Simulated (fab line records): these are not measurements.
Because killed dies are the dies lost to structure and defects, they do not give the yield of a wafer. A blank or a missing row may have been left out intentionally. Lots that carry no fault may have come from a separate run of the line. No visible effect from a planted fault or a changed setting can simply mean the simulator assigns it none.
Chamber matching	flow n5Finfet	N5_BEOL_M11_CURE_72 on uvCure-01 has 3 sister chambers
The step cures SiCOH lowk, time 120 s. 3 wafers are shown with their chamber, then 12 later ones without.

== WAFERS, EACH WITH ITS CHAMBER ==
wafer	chamber	wafer_temp_C_max
L086.5	0	371.3
L084.6	1	371.7
L090.5	2	372.1

== WAFERS WITH NO CHAMBER GIVEN ==
wafer	wafer_temp_C_max
L092.1	371.6
L092.2	371.4
L092.3	371.5
L092.4	371.5
L092.5	371.4
L092.6	371.8
L097.2	371.4
L097.4	371.8
L097.5	371.6
L096.1	371.4
L096.2	371.0
L096.4	371.5

== EACH ONE'S CHAMBER ==
wafer	from the rows above	in truth
L092.1	can't be placed: 1 or 0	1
L092.2	can't be placed: 0 or 1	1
L092.3	can't be placed: 0 or 1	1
L092.4	can't be placed: 0 or 1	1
L092.5	can't be placed: 0 or 1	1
L092.6	can't be placed: 1 or 2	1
L097.2	can't be placed: 0 or 1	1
L097.4	can't be placed: 1 or 2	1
L097.5	can't be placed: 1 or 0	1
L096.1	can't be placed: 0 or 1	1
L096.2	0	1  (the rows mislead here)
L096.4	can't be placed: 0 or 1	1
Placed correctly: 0 of 12. Not placeable from these rows: 11 (in 11, the candidates include the true chamber). 1 placed wrongly.
How it was worked out, from the rows above alone: a wafer's distance from a chamber is the root of the sum, over the readings, of the square of ((its reading less the chamber's mean) divided by the reading's scatter). If the next closest chamber is less than 2 further off than the closest, the wafer can't be placed; otherwise it belongs to the closest. For every chamber, the mean is computed from those of its wafers that are shown. The scatter (one wafer shown for each chamber): square how far every hidden wafer sits from the nearest shown wafer, average those squares and take the square root.
